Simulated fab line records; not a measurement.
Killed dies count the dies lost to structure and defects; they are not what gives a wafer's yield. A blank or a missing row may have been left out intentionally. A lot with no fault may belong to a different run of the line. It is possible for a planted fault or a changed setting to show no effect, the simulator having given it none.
Matching of chambers -- flow n5Finfet -- rieSi-04 running N5_FIN_SAQP_MANDREL_ETCH_58: 4 sister chambers
The step etches a-Si in HBr/Cl2, stops on SiNx, target depth 45 nm, bt time 10 s, time 27 s. 18 wafers are shown with their chamber, then 9 later ones without.

EACH WAFER AND ITS CHAMBER
wafer,chamber,drypumpMotorCurrentA (A),throttleValvePct (%),oesProductAu (a.u.)
L074.2,1,5.2,35.1,0.700
L074.4,2,5.2,35.1,0.710
L074.6,1,5.2,35.2,0.703
L075.1,0,5.9,35.8,0.696
L075.4,1,5.1,35.1,0.703
L075.6,0,5.9,35.8,0.716
L078.1,1,5.2,35.2,0.695
L078.3,0,5.9,35.8,0.697
L078.4,3,5.3,34.9,0.718
L080.2,0,5.9,35.8,0.708
L080.3,2,5.2,35.2,0.687
L080.6,0,5.9,35.8,0.710
L088.2,0,5.9,35.8,0.712
L088.4,1,5.2,35.1,0.693
L088.5,2,5.2,35.1,0.704
L090.1,2,5.3,35.2,0.692
L090.3,1,5.2,35.1,0.701
L090.5,2,5.2,35.2,0.679

SIGNATURES, as means of the wafers listed above
reading,chamber 0,chamber 1,chamber 2,chamber 3,scatter within a chamber
drypumpMotorCurrentA,5.900,5.183,5.220,5.300,0.0342
throttleValvePct,35.800,35.133,35.160,34.900,0.0425
oesProductAu,0.70650,0.69917,0.69440,0.71800,0.00869
Rule: for a wafer and a chamber, the distance is found by dividing, reading by reading, the gap between the wafer's reading and the chamber's mean by the reading's scatter, squaring, summing and taking the root. If the next closest chamber is less than 2 further off than the closest, the wafer can't be placed; otherwise it belongs to the closest. The scatter: take each reading less its chamber's mean, square it, sum over the shown wafers, divide by the number of wafers less the number of chambers, and take the root.

WAFERS MISSING THEIR CHAMBER
wafer,drypumpMotorCurrentA (A),throttleValvePct (%),oesProductAu (a.u.)
L091.3,5.2,35.2,0.703
L091.5,5.2,35.1,0.697
L091.6,5.2,35.2,0.693
L094.1,5.3,34.9,0.696
L094.5,5.2,35.1,0.696
L094.6,5.9,35.8,0.715
L096.1,5.3,34.9,0.703
L096.2,5.2,35.1,0.689
L096.5,5.2,35.1,0.699

EACH ONE'S CHAMBER
wafer,from the rows above,in truth
L091.3,can't be placed: 2 or 1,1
L091.5,can't be placed: 1 or 2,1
L091.6,can't be placed: 2 or 1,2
L094.1,3,3
L094.5,can't be placed: 1 or 2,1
L094.6,0,0
L096.1,3,3
L096.2,can't be placed: 1 or 2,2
L096.5,can't be placed: 1 or 2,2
Correct placement for 3 of the 9. From these rows, 6 cannot be placed; in 6 the true chamber is one of the candidates. Placed wrongly: 0.
